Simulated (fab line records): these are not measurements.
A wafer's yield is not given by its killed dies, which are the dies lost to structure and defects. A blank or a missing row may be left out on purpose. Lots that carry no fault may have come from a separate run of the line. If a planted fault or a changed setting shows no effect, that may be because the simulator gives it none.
fab line records | flow nandHarc
record: lots: 5 wafers: 15 lastDay: 24
route steps=1159 shown P_GATE@170 END@1159
lots that met no fault: taken from a fault-free run of the same line
startH: hours from the record's opening day to when the first of the lot's shown wafers began | waitH: hours from the lot's prior step to this one | " as in the row above | L1.1+2: a row that stands for several wafers | - value missing, or start not given | * or withheld: withheld | < > ~ a bound
route shown NAME@n: NAME is a module with steps in the file, n the number in the route of the first one | usual: mean and standard deviation over wafers with no fault | same: alike in all rows | chamber/n: place in a boat | sites: each site's reading | _std_site: their standard deviation | _edge_site: outer sites' mean less inner sites' | radiusMm: for every site, how far away it sits from the centre of the wafer | mask NAME#n: copy n | behind: tool/chamber where the wafer was last shaped | hold: why the lot went on hold/how many hours it stayed there/how the hold came to an end | device: transistor that didn't switch, given as n, p or np | end of line: the tests these same wafers got at the end of their route | where a step has no rows: the recipe by itself | killed: dies that structure and defects cost at the first sort, which is not the same as the wafer's yield | map: a wafer's dies, x killed, . not, _ none there
set.NAME: the run value of the setting; set.NAME@STEP: its run value at that earlier step | model.NAME: the simulator's own value behind a step, which no gauge read
a table for each step, a row for each wafer; lots at some steps of the route
services: the hour from which a tool's chamber was out of use, counted from the record's first day as startH (under 0 if before that day), plus the number of hours and why
== steps ==
step: NHARC_P_GATE_CD_MEAS_46
recipe: targetCdNm: 720 landingEnergyEv: 500
usual: cdNm: 719.0/2.8
columns lot.wafer tool chamber startH waitH cdNm
L188.1 cdSem-02 0 125.78 - 715.9
L188.4 " 0 " " 715.7
L188.5 " 0 " " 717.7
L190.1 cdSem-02 0 140.92 - 719.1
L190.2 " 0 " " 718.8
L190.5 " 0 " " 723.8
L191.3 cdSem-03 0 156.81 - 717.6
L191.4 " 0 " " 718.2
L191.6 " 0 " " 718.4
L195.2 cdSem-02 0 179.18 - 720.9
L195.4 " 0 " " 717.7
L195.6 " 0 " " 725.3
L201.2 cdSem-02 0 208.01 - 718.8
L201.5 " 0 " " 719.0
L201.6 " 0 " " 718.3
step: NHARC_P_GATE_HARDBAKE_47
recipe: tempC: 125 timeS: 80
step: NHARC_P_GATE_DESCUM_48
recipe: timeS: 3 o2FlowSccm: 200 arFlowSccm: 0 biasPowerW: 0 chemistry: O2
usual: drypumpMotorCurrentA: 5.7/0.4 oesProductAu: 0.996/0.014 rfVppV: 57.9/0.79 showerheadPlenumPTorr: 1.93/0.06 throttleValvePct: 11.311/0.0081
columns lot.wafer tool chamber startH waitH drypumpMotorCurrentA oesProductAu rfHoursCounterH rfVppV showerheadPlenumPTorr throttleValvePct
L188.1 rieDiel-06 3 125.94 - 6.4 0.996 20 58.3 1.90 11.302
L188.4 " 0 " " 5.6 0.984 17 58.0 1.93 11.310
L188.5 " 0 " " 5.6 0.982 - 57.5 1.93 11.323
L190.1 rieDiel-13 2 141.10 - 5.8 0.999 3 57.6 1.91 11.311
L190.2 " 3 " " 5.9 1.004 4 57.5 1.95 11.305
L190.5 " 1 " " 5.5 1.003 - 57.4 2.02 11.312
L191.4 rieDiel-01 3 157.06 - 6.6 1.001 6 57.6 2.02 11.311
L191.3 " 0 " " 5.8 0.985 5 57.7 2.00 11.320
L191.6 " 3 " " 6.6 0.999 - 57.8 2.02 11.302
L195.4 rieDiel-06 2 179.49 - 5.9 0.970 36 58.1 1.90 11.307
L195.2 " 3 " " 6.4 0.975 37 58.3 1.89 11.297
L195.6 " 3 " " 6.4 0.984 - 58.1 1.89 11.318
L201.2 rieDiel-13 3 208.19 - 5.8 1.003 15 58.1 1.94 11.319
L201.6 " 3 " " 5.8 0.998 - 56.8 1.94 11.317
L201.5 " 2 " " 5.8 0.996 - 58.7 1.90 11.311
step: NHARC_P_GATE_IMPLANT_49
recipe: energyKev: 30 doseCm2: 3e+15 tiltDeg: 7
step: NHARC_P_GATE_STRIP_111
recipe: powerW: 1500 tempC: 110 timeS: 250 chemistry: N2/H2
usual: drypumpMotorCurrentA: 5.9/0.42 heaterPowerW: 96/5.4 tempC: 110.00/0.14
columns lot.wafer tool chamber startH waitH drypumpMotorCurrentA heaterPowerW rfHoursCounterH tempC
L188.1 plasmaAsher-02 0 126.42 0.2 5.6 94 40 110.01
L188.4 " 0 " " 5.6 97 - 109.86
L188.5 " 0 " " 5.6 97 - 109.82
L190.1 plasmaAsher-02 0 141.45 0.2 5.6 93 43 109.80
L190.2 " 1 " " 6.4 96 43 109.89
L190.5 " 0 " " 5.6 96 - 109.75
L191.4 plasmaAsher-02 1 157.52 0.2 6.4 94 - 110.01
L191.3 " 0 " " 5.6 93 - 110.08
L191.6 " 0 " " 5.6 96 - 109.96
L195.2 plasmaAsher-02 1 180.07 0.4 6.4 99 66 110.09
L195.4 " 0 " " 5.6 96 - 109.90
L195.6 " 1 " " 6.3 97 - 110.03
L201.2 plasmaAsher-02 1 208.82 0.4 6.3 101 16 109.93
L201.5 " 1 " " 6.3 99 - 109.96
L201.6 " 0 " " 5.6 105 - 110.08
step: NHARC_P_GATE_STRIP_75
recipe: powerW: 1500 tempC: 250 chemistry: O2
usual: drypumpMotorCurrentA: 5.9/0.41 heaterPowerW: 361/21 tempC: 250.01/0.17
columns lot.wafer tool chamber startH waitH drypumpMotorCurrentA heaterPowerW rfHoursCounterH tempC
L188.1 plasmaAsher-02 0 126.68 0.2 5.6 348 40 249.81
L188.4 " 0 " " 5.6 351 - 250.16
L188.5 " 0 " " 5.6 350 - 249.88
L190.1 plasmaAsher-02 0 141.75 0.3 5.6 350 44 249.94
L190.2 " 1 " " 6.4 371 44 249.99
L190.5 " 0 " " 5.6 366 - 250.01
L191.4 plasmaAsher-02 1 157.74 0.2 6.3 363 - 250.23
L191.3 " 0 " " 5.6 366 - 249.62
L191.6 " 0 " " 5.6 361 - 249.63
L195.2 plasmaAsher-02 1 180.33 0.2 6.4 356 66 249.95
L195.4 " 0 " " 5.6 360 - 250.05
L195.6 " 1 " " 6.3 368 - 250.09
L201.2 plasmaAsher-02 1 209.12 0.3 6.3 368 16 250.07
L201.5 " 1 " " 6.3 375 - 249.88
L201.6 " 0 " " 5.6 385 - 250.36
step: NHARC_P_GATE_STRIP_50
recipe: timeS: 900 tempC: 130 chemistry: SPM
step: NHARC_P_GATE_DEHYDRATE_51
recipe: tempC: 150 timeS: 120
step: NHARC_P_GATE_HMDS_52
recipe: timeS: 30
step: NHARC_P_GATE_COAT_53
recipe: spinRpm: 3000
step: NHARC_P_GATE_SOFTBAKE_54
recipe: tempC: 122 timeS: 95
step: NHARC_P_GATE_EBR_55
step: NHARC_P_GATE_EXPOSE_56
recipe: na: 0.6 targetCdNm: 720 doseMj: 14.81 maskId: P_PSD
usual: reticleTempC: 23.00/0.096 stageVelMmS: 500.00/0.27
columns lot.wafer tool chamber startH waitH mask reticleTempC stageVelMmS model.P_GATE.overlayXNm
L188.1 krfScanner-01 0 127.44 - P_PSD#0 22.89 500.13 -4.745
L188.4 " 0 " " P_PSD#0 23.03 499.98 -4.745
L188.5 " 0 " " P_PSD#0 23.08 499.42 -4.745
L190.1 krfScanner-03 0 142.52 - P_PSD#0 22.92 500.03 5.314
L190.2 " 0 " " P_PSD#0 22.98 499.89 5.314
L190.5 " 0 " " P_PSD#0 22.92 500.00 5.314
L191.3 krfScanner-03 0 158.50 - P_PSD#0 22.88 499.91 -7.809
L191.4 " 0 " " P_PSD#0 22.91 500.11 -7.809
L191.6 " 0 " " P_PSD#0 23.04 499.99 -7.809
L195.2 krfScanner-01 0 181.09 - P_PSD#0 22.98 499.77 87.33
L195.4 " 0 " " P_PSD#0 23.07 500.07 87.33
L195.6 " 0 " " P_PSD#0 23.03 500.00 87.33
L201.2 krfScanner-03 0 209.89 - P_PSD#0 22.89 499.75 12.3
L201.5 " 0 " " P_PSD#0 22.98 499.45 12.3
L201.6 " 0 " " P_PSD#0 22.93 499.71 12.3
step: NHARC_P_GATE_PEB_57
recipe: pebTempC: 118 pebTimeS: 85
step: NHARC_END_SORT_01
recipe: tempC: 25
usual: killedAtArray: 29/10 killedAtOther: 0.7/1.1 killedAtPeriphery: 3.3/2.4 killedDies: 33/11 killedOpen: 3.3/2 killedShort: 1.9/1.3
same: grossDies: 677
columns lot.wafer tool chamber startH waitH killedAtArray killedAtOther killedAtPeriphery killedDies killedOpen killedShort
L195.2 prober-01 0 541.50 2.8 31 4 13 48 2 4
L195.4 prober-01 0 543.08 3.4 44 2 11 57 4 5
L195.6 prober-01 0 544.67 4.0 35 4 15 54 3 1
killed by level:class
L195.2 A_SLIT:chamberFilmFlake=15 P_GATE:overlay=6 A_CHANNEL_HOLE_D1:chamberFilmFlake=5 A_STAIRCASE:chamberFilmFlake=4 A_CONTACT:chamberFilmFlake=4 P_CONTACT:chamberFilmFlake=3 THIN_TSV:chamberFilmFlake=3 P_CONTACT:geometricParticle:short=1
L195.4 A_SLIT:chamberFilmFlake=15 A_STAIRCASE:chamberFilmFlake=8 A_CONTACT:chamberFilmFlake=8 A_CHANNEL_HOLE_D1:chamberFilmFlake=5 P_GATE:overlay=5 P_CONTACT:chamberFilmFlake=4 A_WL_FILL:geometricParticle:short=2 THIN_TSV:chamberFilmFlake=2
L195.6 A_SLIT:chamberFilmFlake=15 P_CONTACT:chamberFilmFlake=9 A_CONTACT:chamberFilmFlake=7 A_CHANNEL_HOLE_D1:chamberFilmFlake=5 A_STAIRCASE:chamberFilmFlake=4 THIN_TSV:chamberFilmFlake=4 P_STI:chamberFilmFlake=3 P_GATE:overlay=3
== services ==
columns tool chamber startH hours kind
plasmaAsher-02 - 103.02 0.3 repair
rieDiel-13 0 108.03 - clean
rieDiel-13 1 108.03 - clean
rieDiel-13 2 108.03 - clean
rieDiel-13 3 108.03 - clean
rieDiel-13 2 113.36 9.5 repair
krfScanner-01 - 115.40 1.9 repair
rieDiel-01 2 122.17 4.6 repair
rieDiel-06 0 122.25 - clean
rieDiel-13 3 124.27 5.6 repair
krfScanner-03 - 125.48 2.1 repair
rieDiel-01 1 132.81 3.8 repair
rieDiel-01 - 137.80 9.0 pm
krfScanner-03 0 139.78 - calibration
krfScanner-03 - 168.00 4.0 pm
rieDiel-13 0 175.66 35.2 repair
plasmaAsher-02 - 183.03 9.0 pm
plasmaAsher-02 0 183.03 9.0 ventCycle
plasmaAsher-02 1 183.03 9.0 ventCycle
plasmaAsher-02 0 192.03 - clean
plasmaAsher-02 1 192.03 - clean
rieDiel-13 3 195.00 8.4 repair
rieDiel-06 1 197.92 2.2 repair
rieDiel-06 1 200.69 9.4 repair
== key ==
firstSign: step: NHARC_END_SORT_01 reading: killedAtPeriphery direction: up sigmas: 4.1 usual: 3.3 struck: 13
effect none on later readings
modelEffect: step: NHARC_P_GATE_EXPOSE_56 value: P_GATE.overlayXNm without: -1.741 struck: 87.33
metAt NHARC_P_GATE_EXPOSE_56
struckWafers L195.2,L195.4,L195.6
testerLeftOut L195
onsetBetween 127.44 181.09
alsoFits NHARC_P_GATE_DESCUM_48:rieDiel-06
fault: kind: scannerMatchingOverlay tool: krfScanner-01 chamber: - onsetH: 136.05 steps: NHARC_P_GATE_EXPOSE_56 offset: 89.067
testerLeftOut: of these lots the tester's yield and bins aren't shown, on N5 and GAA mostly nor the transistor test; their killed dies are dies lost to structure and defects alone, not to doping, threshold or leakage, so they don't give the yield
